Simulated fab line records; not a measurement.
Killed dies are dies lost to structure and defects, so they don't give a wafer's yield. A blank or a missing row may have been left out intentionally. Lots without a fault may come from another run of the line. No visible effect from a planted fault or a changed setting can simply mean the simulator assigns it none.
Which tool was responsible? -- flow nand_harc -- 12 lots with 36 wafers sampled at 6 steps, on a route of 1159 steps

== WHAT THE GAUGES SHOWED, per wafer ==
NHARC_P_STI_CD_MEAS_16. Usual: cd_nm reads 201.1 nm (standard deviation 2.3).
lot,measured,on,cd_nm (nm),flag
L541,day 2 21:39,cd_sem-03,197.7 201.3 204.3,
L543,day 3 11:50,cd_sem-03,204.1 202.5 202.0,
L547,day 4 11:49,cd_sem-01,200.2 202.2 201.9,
L549,day 5 01:27,cd_sem-01,201.1 205.7 201.0,
L554,day 6 03:10,cd_sem-01,201.7 199.0 198.4,
L555,day 6 11:25,cd_sem-03,201.7 203.9 203.7,
L557,day 7 03:35,cd_sem-02,200.0 198.9 195.6,
L558,day 7 12:04,cd_sem-02,201.9 198.8 202.7,
L559,day 7 12:17,cd_sem-02,196.5 200.5 198.7,
L560,day 7 18:25,cd_sem-03,202.3 204.2 201.2,
L562,day 8 02:13,cd_sem-03,203.5 205.3 202.0,
L561,day 8 02:20,cd_sem-03,200.0 201.9 201.2,

NHARC_P_STI_OCD_MEAS_43. Usual: trench_depth_nm 301 nm, standard deviation 4.4; trench_foot_cd_nm 159.4 nm, standard deviation 2.
lot,measured,on,trench_depth_nm (nm),trench_foot_cd_nm (nm),flag
L541,day 2 22:14,ocd-01,291 295 295,158.7 160.1 162.5,
L543,day 3 12:26,ocd-02,299 305 307,162.1 160.3 159.7,
L547,day 4 12:25,ocd-01,295 295 306,161.1 160.1 160.9,
L549,day 5 02:03,ocd-01,305 306 297,160.3 163.2 160.4,
L554,day 6 03:45,ocd-02,300 296 295,159.5 158.2 158.8,
L555,day 6 12:00,ocd-01,308 308 302,159.8 161.9 161.4,
L557,day 7 04:12,ocd-01,306 304 306,158.5 157.3 152.7,
L558,day 7 12:40,ocd-01,304 292 298,158.4 158.3 160.5,
L559,day 7 12:53,ocd-02,301 301 302,155.7 159.1 157.9,
L560,day 7 19:01,ocd-02,302 295 299,159.3 163.1 159.1,
L562,day 8 02:49,ocd-01,300 305 300,160.1 162.6 159.7,
L561,day 8 03:02,ocd-02,301 302 302,158.2 160.5 159.1,

NHARC_P_GATE_CD_MEAS_26: the cd target is 120 nm. Usual: cd_nm reads 120.1 nm (standard deviation 0.63).
lot,measured,on,cd_nm (nm),flag
L541,day 5 00:14,cd_sem-01,121.3 120.9 120.5,
L543,day 5 19:01,cd_sem-03,119.8 120.0 119.9,
L547,day 6 13:01,cd_sem-03,105.6 106.2 105.7,OFF
L549,day 7 05:45,cd_sem-03,119.4 118.8 120.6,
L554,day 8 13:43,cd_sem-02,119.4 120.0 120.3,
L555,day 8 19:24,cd_sem-02,119.4 118.7 119.0,
L557,day 9 07:32,cd_sem-03,120.6 121.5 121.2,
L558,day 9 14:09,cd_sem-02,120.4 119.8 119.9,
L559,day 9 14:46,cd_sem-03,121.1 120.7 120.8,
L560,day 10 01:23,cd_sem-02,119.8 119.6 120.3,
L562,day 10 04:53,cd_sem-03,119.3 120.0 120.1,
L561,day 10 04:44,cd_sem-01,119.7 119.1 119.3,

NHARC_END_SORT_01. Usual: killed_at_array 27, standard deviation 8.8; killed_at_other 0.4, standard deviation 0.82; killed_at_periphery 3.1, standard deviation 2.1; killed_dies 31, standard deviation 8.8; killed_open 3.3, standard deviation 2; killed_short 2.0, standard deviation 1.4.
lot,measured,on,killed_at_array,killed_at_other,killed_at_periphery,killed_dies,killed_open,killed_short,flag
L547,day 21 10:14,prober-01,29 29 25,0 0 0,25 34 0,54 63 25,7 1 2,2 1 2,OFF

== WHICH TOOL RAN EACH LOT (tool, then ch and the chambers of the sampled wafers, then the start) ==
lot,NHARC_P_GATE_DESCUM_13,NHARC_P_GATE_EXPOSE_23
L541,"rie_diel-13 ch 1,2,3, day 4 10:29","arfi_scanner-02 ch 0, day 5 00:06"
L543,"rie_diel-11 ch 1,3, day 5 03:40","arfi_scanner-01 ch 0, day 5 18:53"
L547,"rie_diel-13 ch 0,1,2, day 5 23:36","arfi_scanner-02 ch 0, day 6 12:53"
L549,"rie_diel-13 ch 1,2,3, day 6 15:44","arfi_scanner-02 ch 0, day 7 05:37"
L554,"rie_diel-11 ch 0,3, day 7 17:48","arfi_scanner-01 ch 0, day 8 13:35"
L555,"rie_diel-13 ch 0,3, day 8 01:53","arfi_scanner-03 ch 0, day 8 19:15"
L557,"rie_diel-11 ch 0,1,3, day 8 16:45","arfi_scanner-03 ch 0, day 9 07:23"
L558,"rie_diel-09 ch 0,1,2, day 8 23:44","arfi_scanner-02 ch 0, day 9 14:01"
L559,"rie_diel-09 ch 0,1,2, day 8 23:34","arfi_scanner-02 ch 0, day 9 14:37"
L560,"rie_diel-13 ch 1,3, day 9 11:23","arfi_scanner-02 ch 0, day 10 01:14"
L562,"rie_diel-13 ch 0,1,2, day 9 14:49","arfi_scanner-02 ch 0, day 10 04:44"
L561,"rie_diel-13 ch 0,1,2, day 9 14:39","arfi_scanner-01 ch 0, day 10 04:35"
- NHARC_P_GATE_DESCUM_13: chemistry O2, time 3 s.
- NHARC_P_GATE_EXPOSE_23: exposes mask P GATE, target cd 120 nm.

== AS READ BY THE TOOLS THEMSELVES (means over the sampled wafers that have a number; for cases with no such wafer, the mark the record gives instead) ==
NHARC_P_GATE_DESCUM_13. Usual: drypump_motor_current_A 5.8 A, standard deviation 0.48; oes_product_au 1.001 a.u., standard deviation 0.011; rf_vpp_V 58.0 V, standard deviation 0.94; showerhead_plenum_p_Torr 1.93 Torr, standard deviation 0.053; throttle_valve_pct 11.310 %, standard deviation 0.0088.
lot,tool,drypump_motor_current_A (A),oes_product_au (a.u.),rf_vpp_V (V),showerhead_plenum_p_Torr (Torr),throttle_valve_pct (%),flag
L541,rie_diel-13,5.8,1.000,57.6,1.93,11.310,
L543,rie_diel-11,5.1,0.996,57.2,1.88,11.306,
L547,rie_diel-13,5.9,0.998,57.1,1.94,11.311,
L549,rie_diel-13,5.8,1.008,57.5,1.92,11.314,
L554,rie_diel-11,5.3,1.001,57.7,1.91,11.308,
L555,rie_diel-13,5.4,1.010,58.4,1.91,11.311,
L557,rie_diel-11,5.4,1.002,58.7,1.88,11.311,
L558,rie_diel-09,5.9,1.007,58.0,1.99,11.309,
L559,rie_diel-09,5.9,0.995,58.3,1.99,11.302,
L560,rie_diel-13,5.4,0.993,58.0,1.89,11.310,
L562,rie_diel-13,5.9,1.002,57.7,1.93,11.307,
L561,rie_diel-13,5.9,1.002,57.3,1.93,11.310,

NHARC_P_GATE_EXPOSE_23. Usual: exposure_dose_mJ_cm2 reads 93.92 (standard deviation 0.093).
lot,tool,exposure_dose_mJ_cm2,flag
L541,arfi_scanner-02,93.90,
L543,arfi_scanner-01,93.87,
L547,arfi_scanner-02,94.01,
L549,arfi_scanner-02,93.98,
L554,arfi_scanner-01,93.88,
L555,arfi_scanner-03,94.06,
L557,arfi_scanner-03,93.94,
L558,arfi_scanner-02,93.92,
L559,arfi_scanner-02,93.86,
L560,arfi_scanner-02,93.98,
L562,arfi_scanner-02,94.05,
L561,arfi_scanner-01,93.99,

== THE ANSWER, worked out from the rows above alone ==
Rule: lot off if the mean of its wafers having a number is beyond 3 standard deviations from the usual mean. A lot without any number at a reading at which 4 lots or more have one is off too. All remaining lots with rows at the step are treated as sound. After the gauges, taken in route order, come the tools' own readings; for these a lot's mean is taken, as printed above. The first step at which some lot is off is used, and at that step the reading that is off furthest; a lot without a number counts as furthest.
Off: L547 (NHARC_P_GATE_CD_MEAS_26, cd_nm).
If a tool, at a process step before that reading, ran all the lots that are off and no sound lot after the first of them, it fits. Not tried: the gauges at NHARC_P_GATE_CD_MEAS_26; whatever is off there is also off at NHARC_END_SORT_01, on other tools, and gauge error can't account for it. Not one of the candidates tried fits.

== WHAT HAD BEEN PUT IN BY THE SIMULATOR ==
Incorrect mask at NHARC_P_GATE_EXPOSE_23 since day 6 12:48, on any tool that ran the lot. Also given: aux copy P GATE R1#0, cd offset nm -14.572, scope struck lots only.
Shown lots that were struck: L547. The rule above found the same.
